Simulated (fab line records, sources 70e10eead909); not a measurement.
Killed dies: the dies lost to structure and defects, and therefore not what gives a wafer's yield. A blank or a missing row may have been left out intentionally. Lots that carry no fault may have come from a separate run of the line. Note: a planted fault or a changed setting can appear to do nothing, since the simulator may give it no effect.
fab line records	flow nand-harc
[record] lots = 6	wafers = 18	last-day = 23
route steps=1159 shown THIN_TSV@1139 END@1159
lots with no fault: from the same line, run without faults
start-h: the number of hours between the record's first day and the start of the first shown wafer of the lot	wait-h: time in hours since the lot's previous step	" unchanged from the row above	L1.1+2: several wafers, shown together as one row	- value missing, or start not given	* or withheld: withheld	< > ~ a bound
route shown NAME@n: names a module that has steps shown in the file, with the first one's number in the route	usual: mean/standard deviation of fault-free wafers	same: alike in all rows	chamber/n: place in a boat	sites: the reading at each site	_std_site: the standard deviation of these	_edge_site: inner sites' mean taken away from outer sites' mean	radius-mm: how far each site lies from the wafer's centre	mask NAME#n: copy n	behind: the last tool/chamber to shape the wafer	hold: reason for holding the lot/hours on hold/outcome of the hold	device: whichever transistor did not switch (one of n, p or np)	end of line: tests of these same wafers at the route's end	for a step that has no rows: nothing shown but its recipe	killed: the dies lost at the first sort to structure and to defects; this is not the yield of the wafer	map: shows each die of a wafer: x if killed, . if not, _ if none is there
set.NAME: the setting as run; set.NAME@STEP: as run at that earlier step	model.NAME: the simulator's own value behind a step, which no gauge read
certain route steps with their lots: each step a table, each wafer a row
services: when a tool's chamber went out of use (start-h, in hours from the record's first day, below 0 if earlier), for how many hours, and the reason
[[steps]]
[step NHARC_THIN_TSV_PVD_24]
[recipe] target-thk-a = 8000	power-w = withheld	chamber-pressure-pa = withheld	substrate-temp-c = withheld	time-s = withheld	gas = Ar	material = Al
[step NHARC_THIN_TSV_DEHYDRATE_25]
[recipe] temp-c = 150	time-s = 120
[step NHARC_THIN_TSV_HMDS_26]
[recipe] time-s = 30
[step NHARC_THIN_TSV_COAT_27]
[recipe] spin-rpm = *
[step NHARC_THIN_TSV_SOFTBAKE_28]
[recipe] temp-c = 122	time-s = 95
[step NHARC_THIN_TSV_EBR_29]
[step NHARC_THIN_TSV_EXPOSE_30]
[recipe] na = 0.55	dose-mj = 11.47	mask-id = PAD
[step NHARC_THIN_TSV_PEB_31]
[recipe] peb-temp-c = 118	peb-time-s = 85
[step NHARC_THIN_TSV_DEVELOP_32]
[recipe] time-s = 70
[step NHARC_THIN_TSV_CD_MEAS_33]
[recipe] target-cd-nm = 5000	landing-energy-ev = 500
[usual] cd-nm = 4999.8/2.3
lot.wafer	tool	chamber	start-h	wait-h	cd-nm
L859.2	cd-sem-02	0	459.83	-	4998.9
L859.5	"	0	"	"	5002.7
L859.6	"	0	"	"	4995.2
L860.2	cd-sem-02	0	461.34	-	4999.2
L860.3	"	0	"	"	5000.8
L860.6	"	0	"	"	5002.4
L862.2	cd-sem-03	0	468.08	-	5003.1
L862.4	"	0	"	"	4997.7
L862.5	"	0	"	"	4999.1
L861.2	cd-sem-02	0	469.46	-	5000.0
L861.5	"	0	"	"	5003.4
L861.6	"	0	"	"	5000.7
L870.3	cd-sem-02	0	542.00	-	5000.1
L870.4	"	0	"	"	5001.4
L870.5	"	0	"	"	4997.6
L871.2	cd-sem-03	0	543.49	-	4996.1
L871.4	"	0	"	"	5000.1
L871.5	"	0	"	"	5000.0
[step NHARC_THIN_TSV_HARDBAKE_34]
[recipe] temp-c = 125	time-s = 80
[step NHARC_THIN_TSV_DESCUM_35]
[recipe] time-s = 3	o2-flow-sccm = 200	ar-flow-sccm = 0	bias-power-w = 0	chemistry = O2
[usual] drypump-motor-current-A = 5.7/0.54	oes-product-au = 1.005/0.014	rf-vpp-V = 57.7/0.79	showerhead-plenum-p-Torr = 1.92/0.065	throttle-valve-pct = 11.313/0.0089
lot.wafer	tool	chamber	start-h	wait-h	drypump-motor-current-A	oes-product-au	rf-hours-counter-h	rf-vpp-V	showerhead-plenum-p-Torr	throttle-valve-pct
L859.2	rie-diel-08	2	460.03	-	5.7	1.008	12	57.8	1.91	11.302
L859.6	"	3	"	"	6.0	0.982	-	57.7	1.89	11.320
L859.5	"	0	"	"	6.0	0.996	-	57.4	1.99	11.297
L860.3	rie-diel-10	1	461.51	-	4.7	0.976	9	57.4	1.98	11.315
L860.2	"	2	"	"	6.7	0.995	9	57.7	1.96	11.303
L860.6	"	0	"	"	5.9	1.013	-	57.2	1.87	11.319
L862.4	rie-diel-09	3	468.25	-	4.9	1.019	5	57.2	1.91	11.319
L862.2	"	2	"	"	5.9	1.021	5	56.8	1.78	11.319
L862.5	"	0	"	"	5.4	1.041	-	56.9	1.99	11.311
L861.2	rie-diel-10	1	469.62	-	4.7	0.980	10	57.9	1.98	11.325
L861.6	"	1	"	"	4.7	0.981	-	58.4	1.98	11.325
L861.5	"	2	"	"	6.7	1.001	-	56.4	1.96	11.315
L870.4	rie-diel-08	2	542.17	-	5.7	1.013	4	60.6	1.91	11.314
L870.3	"	0	"	"	6.0	1.020	4	59.0	1.99	11.312
L870.5	"	1	"	"	5.3	0.994	-	57.8	1.79	11.320
L871.4	rie-diel-08	2	543.65	-	5.7	1.002	4	57.5	1.91	11.313
L871.2	"	0	"	"	6.0	1.007	4	58.7	1.99	11.317
L871.5	"	2	"	"	5.7	1.011	-	58.1	1.91	11.310
[step NHARC_THIN_TSV_ETCH_59]
[recipe] target-depth-a = 8800	icp-w = 900	bias-w = 100	Cl2_flow_sccm = 60	bcl3-flow-sccm = 30	time-s = 138.1	chemistry = Cl2/BCl3
[usual] drypump-motor-current-A = 5.9/0.42	oes-product-au = 0.993/0.012	run-length-s = 159.8/0.45	throttle-valve-pct = 22.264/0.0098
lot.wafer	tool	chamber	start-h	wait-h	drypump-motor-current-A	oes-product-au	rf-hours-counter-h	run-length-s	throttle-valve-pct
L859.2	rie-metal-01	0	460.16	0.1	5.3	0.992	3.6	159.4	22.265
L859.6	"	1	"	"	6.4	0.990	-	159.5	22.257
L859.5	"	0	"	"	5.3	0.988	-	63.5	22.280
L860.2	rie-metal-02	0	461.66	0.1	5.9	1.009	2.5	159.6	22.263
L860.3	"	0	"	"	5.9	1.004	-	160.0	22.259
L860.6	"	1	"	"	6.2	0.981	-	160.2	22.275
L862.2	rie-metal-01	0	468.41	0.1	5.3	0.976	4.0	159.6	22.255
L862.4	"	1	"	"	6.4	0.974	-	159.4	22.265
L862.5	"	1	"	"	6.4	0.986	-	63.3	22.254
L861.2	rie-metal-02	0	469.75	0.1	5.9	1.002	2.7	159.8	22.260
L861.6	"	0	"	"	5.9	0.996	-	159.5	22.274
L861.5	"	1	"	"	6.2	0.976	-	160.2	22.252
L870.4	rie-metal-03	0	542.36	0.2	5.9	0.996	-	159.8	22.254
L870.3	"	1	"	"	5.5	0.991	-	159.1	22.269
L870.5	"	0	"	"	5.9	0.989	-	159.8	22.283
L871.2	rie-metal-01	0	543.81	0.1	5.3	0.981	0.6	160.3	22.252
L871.4	"	0	"	"	5.3	0.986	-	159.6	22.269
L871.5	"	0	"	"	5.3	0.999	-	159.6	22.273
[step NHARC_THIN_TSV_ETCH_36]
[recipe] target-depth-a = 650	over-etch-frac = 0.3	time-s = 18.571	ion-energy-ev = 150	chemistry = Cl2/BCl3
[usual] drypump-motor-current-A = 5.9/0.42	oes-product-au = 0.993/0.012	run-length-s = 40.2/0.42
lot.wafer	tool	chamber	start-h	wait-h	drypump-motor-current-A	oes-product-au	rf-hours-counter-h	run-length-s
L859.2	rie-metal-01	0	460.39	0.2	5.3	0.989	3.7	39.9
L859.6	"	1	"	"	6.4	0.985	-	39.4
L859.5	"	0	"	"	5.3	0.984	-	40.4
L860.2	rie-metal-02	0	461.89	0.2	5.9	1.008	2.6	40.7
L860.3	"	1	"	"	6.2	0.981	-	40.9
L860.6	"	1	"	"	6.2	0.979	-	40.9
L862.2	rie-metal-01	0	468.64	0.2	5.3	0.990	4.1	40.0
L862.4	"	1	"	"	6.4	0.982	-	39.8
L862.5	"	1	"	"	6.4	0.994	-	40.2
L861.2	rie-metal-02	0	470.01	0.2	5.9	1.007	2.9	40.0
L861.5	"	1	"	"	6.2	0.993	-	40.8
L861.6	"	0	"	"	5.9	1.007	-	40.1
L870.4	rie-metal-03	0	542.56	0.2	5.9	0.996	-	40.3
L870.3	"	1	"	"	5.5	1.000	-	39.9
L870.5	"	0	"	"	5.9	0.997	-	40.4
L871.2	rie-metal-01	0	544.04	0.2	5.3	0.983	0.8	40.1
L871.4	"	1	"	"	6.4	0.976	-	39.8
L871.5	"	0	"	"	5.3	0.991	-	39.9
[step NHARC_END_SORT_01]
[recipe] temp-c = 25
[usual] defect-limited-yield = 95.3/1.7	killed-at-array = 28/11	killed-at-other = 0.8/1.1	killed-at-periphery = 3.3/2.8	killed-dies = 32/11	killed-open = 3.3/1.9	killed-short = 1.9/1.4	sort_bin_2_pct = 1.4/0.68	sort_bin_3_pct = 0.25/0.24	sort_bin_4_pct = 3.0/1.1	sort-n-pass = 645/11	sort-rim-yield-pct = 95.3/2.5	sort-yield-pct = 95.3/1.7
[same] gross-dies = 677	sort_bin_5_pct[%] = 0	sort_bin_6_pct[%] = 0	sort_bin_7_pct[%] = 0	sort_bin_8_pct[%] = 0	sort-rim-n-gross = 106.00
lot.wafer	tool	chamber	start-h	wait-h	defect-limited-yield[%]	killed-at-array	killed-at-other	killed-at-periphery	killed-dies	killed-open	killed-short	sort_bin_2_pct[%]	sort_bin_3_pct[%]	sort_bin_4_pct[%]	sort-n-pass	sort-rim-yield-pct[%]	sort-yield-pct[%]
L859.2	prober-01	0	469.55	2.8	95.7	25	1	3	29	5	4	1.3	0.30	2.7	648	97.2	95.7
L859.5	prober-01	0	471.93	3.7	0	30	644	3	677	2	3	1.2	96.16	2.7	0	0	0
L859.6	prober-01	0	472.72	4.0	96.2	23	0	3	26	2	1	2.2	0.15	1.5	651	96.2	96.2
L862.2	prober-01	0	477.79	2.8	96.9	17	1	3	21	6	0	1.0	0.30	1.8	656	96.2	96.9
L862.4	prober-01	0	479.40	3.4	97.2	17	0	2	19	3	1	0.6	0.30	1.9	658	100.0	97.2
L862.5	prober-01	0	480.20	3.7	0	7	664	6	677	5	2	0.6	98.23	1.2	0	0	0
L861.2	prober-02	0	477.82	2.8	93.5	39	0	5	44	3	2	1.2	0.59	4.7	633	89.6	93.5
L861.5	prober-02	0	480.23	3.7	94.5	34	0	3	37	2	3	1.8	0.15	3.5	640	94.3	94.5
L861.6	prober-02	0	481.04	4.0	95.1	29	1	3	33	7	3	1.2	0.30	3.4	644	98.1	95.1
L871.2	prober-01	0	553.91	2.8	96.9	19	1	1	21	3	1	0.7	0.15	2.2	656	97.2	96.9
L871.4	prober-01	0	555.54	3.4	97.9	13	0	1	14	4	4	0.3	0	1.8	663	97.2	97.9
L871.5	prober-01	0	556.35	3.8	96.8	20	0	2	22	3	4	1.5	0	1.8	655	97.2	96.8
L870.3	prober-02	0	554.75	3.1	91.4	54	0	4	58	8	3	2.4	0.15	6.1	619	92.5	91.4
L870.4	prober-02	0	555.56	3.4	92.2	52	1	0	53	4	1	3.2	0.15	4.4	624	95.3	92.2
L870.5	prober-02	0	556.36	3.7	92.6	49	0	1	50	2	3	2.5	0.44	4.4	627	93.4	92.6
// killed by level:class
L859.2 A_CHANNEL_HOLE_D1:chamber-film-flake=13 A_CHANNEL_FILL_D1:geometric-particle:open=3 A_CHANNEL_FILL_D1:geometric-particle:short=2 A_CHANNEL_FILL_D1:chamber-film-flake=2 A_STAIRCASE:chamber-film-flake=2 P_GATE:geometric-particle:short=1 A_CONTACT:geometric-particle:open=1 A_M1:geometric-particle:open=1
L859.5 THIN_TSV:area-etch=644 A_CHANNEL_HOLE_D1:chamber-film-flake=17 A_STAIRCASE:chamber-film-flake=3 A_CONTACT:chamber-film-flake=3 A_CHANNEL_FILL_D1:chamber-film-flake=2 A_WL_FILL:chamber-film-flake=2 P_CONTACT:geometric-particle:short=1 P_CONTACT:geometric-particle:open=1
L859.6 A_CHANNEL_HOLE_D1:chamber-film-flake=14 P_CONTACT:geometric-particle:open=2 A_CHANNEL_FILL_D1:chamber-film-flake=2 A_STAIRCASE:chamber-film-flake=2 A_CONTACT:chamber-film-flake=2 A_ONON_D1:geometric-particle:short=1 P_STI:chamber-film-flake=1 A_ZERO_WELL:chamber-film-flake=1
L862.2 A_CHANNEL_HOLE_D1:chamber-film-flake=6 P_GATE:chamber-film-flake=3 A_CONTACT:chamber-film-flake=3 A_M0:geometric-particle:open=2 A_STAIRCASE:chamber-film-flake=2 A_ONON_D1:geometric-particle:open=1 A_CHANNEL_FILL_D1:geometric-particle:open=1 A_CONTACT:geometric-particle:open=1
L861.2 A_CHANNEL_HOLE_D1:chamber-film-flake=19 A_SLIT:chamber-film-flake=11 A_STAIRCASE:chamber-film-flake=4 A_CONTACT:chamber-film-flake=3 P_CONTACT:geometric-particle:short=2 P_CONTACT:geometric-particle:open=1 P_M0:geometric-particle:open=1 A_M0:geometric-particle:open=1
L862.4 A_CHANNEL_HOLE_D1:chamber-film-flake=6 A_CONTACT:chamber-film-flake=6 A_STAIRCASE:chamber-film-flake=3 P_GATE:geometric-particle:short=1 P_BONDPAD:geometric-particle:open=1 A_ONON_D1:geometric-particle:open=1 A_CHANNEL_FILL_D1:geometric-particle:open=1
L862.5 THIN_TSV:area-etch=664 A_STAIRCASE:chamber-film-flake=3 P_GATE:geometric-particle:open=2 P_CONTACT:geometric-particle:open=2 P_M0:geometric-particle:open=1 A_ONON_D1:geometric-particle:short=1 A_CHANNEL_FILL_D1:geometric-particle:short=1 P_ZERO_WELL:chamber-film-flake=1
L861.5 A_CHANNEL_HOLE_D1:chamber-film-flake=18 A_SLIT:chamber-film-flake=9 A_STAIRCASE:chamber-film-flake=4 P_CONTACT:geometric-particle:short=1 P_M0:geometric-particle:open=1 P_M1:geometric-particle:short=1 A_CONTACT:geometric-particle:short=1 A_CONTACT:geometric-particle:open=1
L861.6 A_CHANNEL_HOLE_D1:chamber-film-flake=10 A_SLIT:chamber-film-flake=7 A_STAIRCASE:chamber-film-flake=3 A_CHANNEL_HOLE_D1:geometric-particle:open=2 P_CONTACT:geometric-particle:open=1 P_M0:geometric-particle:open=1 A_CHANNEL_HOLE_D1:geometric-particle:short=1 A_CHANNEL_FILL_D1:geometric-particle:short=1
L871.2 A_CONTACT:chamber-film-flake=8 A_CHANNEL_HOLE_D1:chamber-film-flake=5 A_WL_FILL:chamber-film-flake=2 P_M0:geometric-particle:open=1 A_WL_FILL:geometric-particle:short=1 A_CONTACT:geometric-particle:open=1 A_BLC:geometric-particle:open=1 A_STAIRCASE:chamber-film-flake=1
L870.3 A_CHANNEL_HOLE_D1:chamber-film-flake=21 A_SLIT:chamber-film-flake=15 A_CONTACT:chamber-film-flake=6 A_STAIRCASE:chamber-film-flake=4 A_WL_FILL:geometric-particle:short=2 A_BLC:geometric-particle:open=2 P_CONTACT:geometric-particle:open=1 P_M0:geometric-particle:open=1
L871.4 A_CONTACT:chamber-film-flake=4 A_CHANNEL_FILL_D1:geometric-particle:short=2 A_SGD_CUT:geometric-particle:open=2 A_CHANNEL_HOLE_D1:chamber-film-flake=2 P_CONTACT:geometric-particle:short=1 A_ONON_D1:geometric-particle:short=1 A_CHANNEL_FILL_D1:geometric-particle:open=1 A_BLC:geometric-particle:open=1
L870.4 A_CHANNEL_HOLE_D1:chamber-film-flake=20 A_CONTACT:chamber-film-flake=15 A_SLIT:chamber-film-flake=10 A_CONTACT:geometric-particle:open=2 A_CHANNEL_HOLE_D1:geometric-particle:open=1 A_M0:geometric-particle:short=1 A_M1:geometric-particle:open=1 A_CHANNEL_FILL_D1:chamber-film-flake=1
L871.5 A_CHANNEL_HOLE_D1:chamber-film-flake=6 A_CONTACT:chamber-film-flake=5 A_CHANNEL_FILL_D1:geometric-particle:short=2 P_CONTACT:geometric-particle:open=1 A_ONON_D1:geometric-particle:open=1 A_SGD_CUT:geometric-particle:short=1 A_M0:geometric-particle:open=1 A_M1:geometric-particle:short=1
L870.5 A_CHANNEL_HOLE_D1:chamber-film-flake=19 A_SLIT:chamber-film-flake=13 A_CONTACT:chamber-film-flake=10 A_CONTACT:geometric-particle:short=2 A_STAIRCASE:chamber-film-flake=2 A_CHANNEL_FILL_D1:geometric-particle:short=1 A_CHANNEL_FILL_D1:geometric-particle:open=1 A_WL_FILL:geometric-particle:open=1
// map L859.5 (x killed, . not)
____________x____________
_________xxxxxxx_________
_______xxxxxxxxxxx_______
______xxxxxxxxxxxxx______
_____xxxxxxxxxxxxxxx_____
____xxxxxxxxxxxxxxxxx____
____xxxxxxxxxxxxxxxxx____
___xxxxxxxxxxxxxxxxxxx___
___xxxxxxxxxxxxxxxxxxx___
__xxxxxxxxxxxxxxxxxxxxx__
__xxxxxxxxxxxxxxxxxxxxx__
_xxxxxxxxxxxxxxxxxxxxxxx_
_xxxxxxxxxxxxxxxxxxxxxxx_
_xxxxxxxxxxxxxxxxxxxxxxx_
_xxxxxxxxxxxxxxxxxxxxxxx_
_xxxxxxxxxxxxxxxxxxxxxxx_
xxxxxxxxxxxxxxxxxxxxxxxxx
xxxxxxxxxxxxxxxxxxxxxxxxx
xxxxxxxxxxxxxxxxxxxxxxxxx
xxxxxxxxxxxxxxxxxxxxxxxxx
xxxxxxxxxxxxxxxxxxxxxxxxx
_xxxxxxxxxxxxxxxxxxxxxxx_
_xxxxxxxxxxxxxxxxxxxxxxx_
_xxxxxxxxxxxxxxxxxxxxxxx_
_xxxxxxxxxxxxxxxxxxxxxxx_
_xxxxxxxxxxxxxxxxxxxxxxx_
__xxxxxxxxxxxxxxxxxxxxx__
__xxxxxxxxxxxxxxxxxxxxx__
___xxxxxxxxxxxxxxxxxxx___
___xxxxxxxxxxxxxxxxxxx___
____xxxxxxxxxxxxxxxxx____
____xxxxxxxxxxxxxxxxx____
_____xxxxxxxxxxxxxxx_____
______xxxxxxxxxxxxx______
_______xxxxxxxxxxx_______
_________xxxxxxx_________
____________x____________
// map L862.5 (x killed, . not)
____________x____________
_________xxxxxxx_________
_______xxxxxxxxxxx_______
______xxxxxxxxxxxxx______
_____xxxxxxxxxxxxxxx_____
____xxxxxxxxxxxxxxxxx____
____xxxxxxxxxxxxxxxxx____
___xxxxxxxxxxxxxxxxxxx___
___xxxxxxxxxxxxxxxxxxx___
__xxxxxxxxxxxxxxxxxxxxx__
__xxxxxxxxxxxxxxxxxxxxx__
_xxxxxxxxxxxxxxxxxxxxxxx_
_xxxxxxxxxxxxxxxxxxxxxxx_
_xxxxxxxxxxxxxxxxxxxxxxx_
_xxxxxxxxxxxxxxxxxxxxxxx_
_xxxxxxxxxxxxxxxxxxxxxxx_
xxxxxxxxxxxxxxxxxxxxxxxxx
xxxxxxxxxxxxxxxxxxxxxxxxx
xxxxxxxxxxxxxxxxxxxxxxxxx
xxxxxxxxxxxxxxxxxxxxxxxxx
xxxxxxxxxxxxxxxxxxxxxxxxx
_xxxxxxxxxxxxxxxxxxxxxxx_
_xxxxxxxxxxxxxxxxxxxxxxx_
_xxxxxxxxxxxxxxxxxxxxxxx_
_xxxxxxxxxxxxxxxxxxxxxxx_
_xxxxxxxxxxxxxxxxxxxxxxx_
__xxxxxxxxxxxxxxxxxxxxx__
__xxxxxxxxxxxxxxxxxxxxx__
___xxxxxxxxxxxxxxxxxxx___
___xxxxxxxxxxxxxxxxxxx___
____xxxxxxxxxxxxxxxxx____
____xxxxxxxxxxxxxxxxx____
_____xxxxxxxxxxxxxxx_____
______xxxxxxxxxxxxx______
_______xxxxxxxxxxx_______
_________xxxxxxx_________
____________x____________
[[services]]
tool	chamber	start-h	hours	kind
rie-diel-09	1	438.20	7.2	repair
rie-diel-09	0	448.41	9.2	repair
rie-metal-03	-	453.00	9.0	pm
rie-diel-08	0	457.84	-	clean
rie-diel-08	1	457.84	-	clean
rie-diel-08	2	457.84	-	clean
rie-diel-08	3	457.84	-	clean
rie-diel-10	2	474.82	2.4	repair
rie-diel-09	0	476.79	9.7	repair
rie-diel-08	-	478.80	9.0	pm
rie-diel-08	0	478.80	9.0	vent-cycle
rie-diel-08	1	478.80	9.0	vent-cycle
rie-diel-08	2	478.80	9.0	vent-cycle
rie-diel-08	3	478.80	9.0	vent-cycle
rie-metal-03	-	481.03	0.3	repair
rie-diel-08	0	487.80	-	clean
rie-metal-01	1	493.22	6.5	repair
rie-metal-01	-	509.00	9.0	pm
rie-metal-01	0	509.00	9.0	vent-cycle
rie-metal-01	1	509.00	9.0	vent-cycle
rie-metal-01	0	518.00	-	clean
rie-metal-01	1	518.00	-	clean
rie-diel-10	-	530.50	9.0	pm
rie-metal-03	-	536.29	1.2	repair
[[key]]
[first-sign] step = NHARC_THIN_TSV_ETCH_59	reading = run-length-s	direction = down	sigmas = 99+	usual = *	struck = *
[effect] step = NHARC_END_SORT_01	reading = killed-at-other	direction = up	sigmas = 99+	usual = 0.8	struck = 654
[more-kills-born-at] NHARC_THIN_TSV_ETCH_59@rie-metal-01 = 1308
met-at NHARC_THIN_TSV_ETCH_59
struck-wafers L859.5,L862.5
later-rows-left-out L859.5,L862.5
[fault] kind = process-parameter-drift	tool = rie-metal-01	chamber = -	onset-h = 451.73	steps = NHARC_THIN_TSV_ETCH_59	channel = time-s	offset = *	shape = step	end-h = 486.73	scope = struck-wafers-only	acts-in = *	stated = *
// later-rows-left-out: the simulator's readings of these wafers behind a module that went badly wrong aren't trusted and aren't shown, but for the sort
